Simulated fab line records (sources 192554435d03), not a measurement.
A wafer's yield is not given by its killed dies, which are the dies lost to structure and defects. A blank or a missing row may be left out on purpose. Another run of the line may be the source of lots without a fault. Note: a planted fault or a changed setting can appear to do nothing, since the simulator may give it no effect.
Comparing a struck lot with a sound one -- flow n5Finfet -- 25 out of 1938 route steps
Sound: wafers L168.1, L168.2, L168.5. The struck wafers were L157.3, L157.4, L157.5. The cause is named last.
For every step that has rows: the tool of each side, followed by ch and its chambers, followed by its first start. Under that, the readings that differ: sound wafers -- struck wafers -- difference of the means -- sigmas: that difference in standard deviations of wafers without a fault.
alike: words and numbers the same on both sides, and readings whose means are apart by under 2 such deviations; not compared: readings that were withheld, readings missing a value for some wafer, numbers with overlapping values and no deviation given by the record, and bounds like >300 which may hide the same value.
The two part at a step that has a row with sigmas, a row that says differs or no value, or rows on one side only. Numbers that have no deviation but don't overlap get no sigmas and don't part them. A reading missing from all wafers of one side parts the sides only when that side holds two or more wafers.

first, 10 steps without rows for these wafers: N5_SD_EPI_P_DESCUM_14 (chemistry O2, time 7.9 s); N5_SD_EPI_P_ETCH_36 (etches SiARC in CF4, target depth 45.5 nm, time 75.8 s); N5_SD_EPI_P_ETCH_37 (etches SOC in N2/H2, overetch 108 nm, time 486 s); N5_SD_EPI_P_STRIP_38 (strips in N2/H2); N5_SD_EPI_P_ETCHBACK_46 (etches SiNx in CH3F/O2, stops on SiO2, target depth 17.5 nm); N5_SD_EPI_P_ETCH_47 (etches SiOCN in CH3F/O2, target depth 25 nm); N5_SD_EPI_P_ETCH_16 (etches SiO2 in CHF3/O2, target depth 5 nm); N5_SD_EPI_P_STRIP_50 (strips in CHF3/O2); N5_SD_EPI_P_SD_RECESS_17 (chemistry HBr/Cl2/O2, target depth 39.1 nm, bt time 3 s); N5_SD_EPI_P_WET_ETCH_45 (etches SiO2 in dHF, time 10.7 s, target depth 2 nm, rinse time 30 s).
N5_SD_EPI_P_STRIP_40: strips in N2/H2.
  sound on plasmaAsher-02 ch 0,1, day 9 02:09; struck on plasmaAsher-01 ch 0,1, day 6 07:36
  no value came back on the struck wafers for any of 5 readings (drypumpMotorCurrentA (A), h2FlowSccm (sccm) and others); on the sound wafers drypumpMotorCurrentA (A) reads 5.68 5.98 5.67
  not compared: rfHoursCounterH
then, 11 steps without rows for these wafers: N5_SD_EPI_P_PRECLEAN_52 (cleans in O3/DIW, time 60 s); N5_SD_EPI_P_SRD_20 (time 30 s); N5_SD_EPI_P_PRECLEAN_51 (cleans in NF3:NH3, afs cycles 1, time 20 s, sublimation time 60 s); N5_SD_EPI_P_VAPOR_ETCH_44 (etches SiGe30 in NF3/Ar, time 3.3 s); N5_SD_EPI_P_EPI_21 (deposits SiGe:B, time 355 s); N5_SD_EPI_P_HM_STRIP_48 (strips SiNx in H3PO4, material SiNx, target depth 3 nm); N5_SD_EPI_P_SRD_49 (time 30 s); N5_SD_EPI_P_PRECLEAN_24 (cleans in O3/DIW, time 45 s); N5_SD_EPI_P_PRECLEAN_32 (cleans in dHF, time 10 s); N5_SD_EPI_P_PRECLEAN_33 (cleans in SC2, time 45 s); N5_SD_EPI_P_SRD_25 (time 30 s).
N5_SD_EPI_P_INSPECT_26: inspects for defects (darkfield).
  sound on defectInspect-02 at day 9 05:57; struck on defectInspect-02 at day 6 11:19
reading,sound,struck,difference,sigmas
rawDefectCount,176 182 156,1513 1408 1480,+1296,+35
N5_BEOL_M4_RC_MEAS_101:
  the record has rows for the sound wafers here (prober-01 ch 0, day 14 05:49) and none for the struck ones
-- here the record skips 10 days between the struck wafers' starts before and after, leaving off in module BEOL_M4 and picking up in module PASSIVATION (first step shown: number 1936 of the route) --
N5_PASSIVATION_PROBE_49:
  rows exist in the record for the struck wafers here (prober-01, day 16 04:09), but not for the sound ones

== WHERE THEY PART ==
Earliest at N5_SD_EPI_P_STRIP_40; latest, in this record, at N5_PASSIVATION_PROBE_49.

WHY: what had been put in by the simulator
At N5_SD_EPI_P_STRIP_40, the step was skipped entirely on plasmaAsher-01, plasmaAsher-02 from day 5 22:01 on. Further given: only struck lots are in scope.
